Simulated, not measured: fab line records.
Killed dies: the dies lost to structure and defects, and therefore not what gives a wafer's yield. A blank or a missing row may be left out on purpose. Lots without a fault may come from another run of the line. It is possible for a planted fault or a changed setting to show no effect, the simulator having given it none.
Chamber matching | flow n5-finfet | N5_BEOL_M2_ALD_84 on ald-metal-03 has 4 sister chambers
The step deposits TaN, pulse time 2 s, purge time 3 s, co reactant purge time 2 s. 8 wafers are shown with their chamber, then 11 later ones without.

== WAFERS, EACH WITH ITS CHAMBER ==
wafer  | chamber | heater-power-w (W) | precursor-vessel-temp-c (C)
L082.3 | 2       | 506                | 74.77
L082.6 | 1       | 330                | 74.80
L085.2 | 2       | 514                | 74.98
L085.4 | 3       | 425                | 75.05
L089.1 | 1       | 315                | 74.97
L089.4 | 3       | 429                | 75.19
L089.6 | 0       | 447                | 75.19
L091.2 | 0       | 457                | 75.00

== WAFERS MISSING THEIR CHAMBER ==
wafer  | heater-power-w (W) | precursor-vessel-temp-c (C)
L091.3 | 516                | 74.96
L091.5 | 422                | 75.18
L092.1 | 504                | 75.25
L092.4 | 426                | 74.99
L092.5 | 498                | 75.07
L094.1 | 507                | 75.14
L094.2 | 456                | 75.21
L094.4 | 426                | 74.86
L097.1 | 454                | 74.93
L097.4 | 508                | 75.19
L097.5 | 460                | 74.94

== THE CHAMBER EACH PASSED THROUGH ==
wafer  | from the rows above | in truth
L091.3 | 2                   | 2
L091.5 | 3                   | 3
L092.1 | 2                   | 2
L092.4 | 3                   | 3
L092.5 | 2                   | 2
L094.1 | 2                   | 2
L094.2 | 0                   | 0
L094.4 | 3                   | 3
L097.1 | 0                   | 0
L097.4 | 2                   | 2
L097.5 | 0                   | 0
Placed correctly: 11 of 11. Not placeable from these rows: 0. Number placed wrongly: 0.
How it was worked out, from the rows above alone: a wafer's distance from a chamber is the root of the sum, over the readings, of the square of ((its reading less the chamber's mean) divided by the reading's scatter). The wafer belongs to the nearest chamber; if the next one is less than 2 further off, it can't be placed. Each chamber's mean is taken over the wafers shown for it. The scatter: the root of (the sum of the squares of (reading less its chamber's mean) over the shown wafers, divided by (wafers less chambers)).
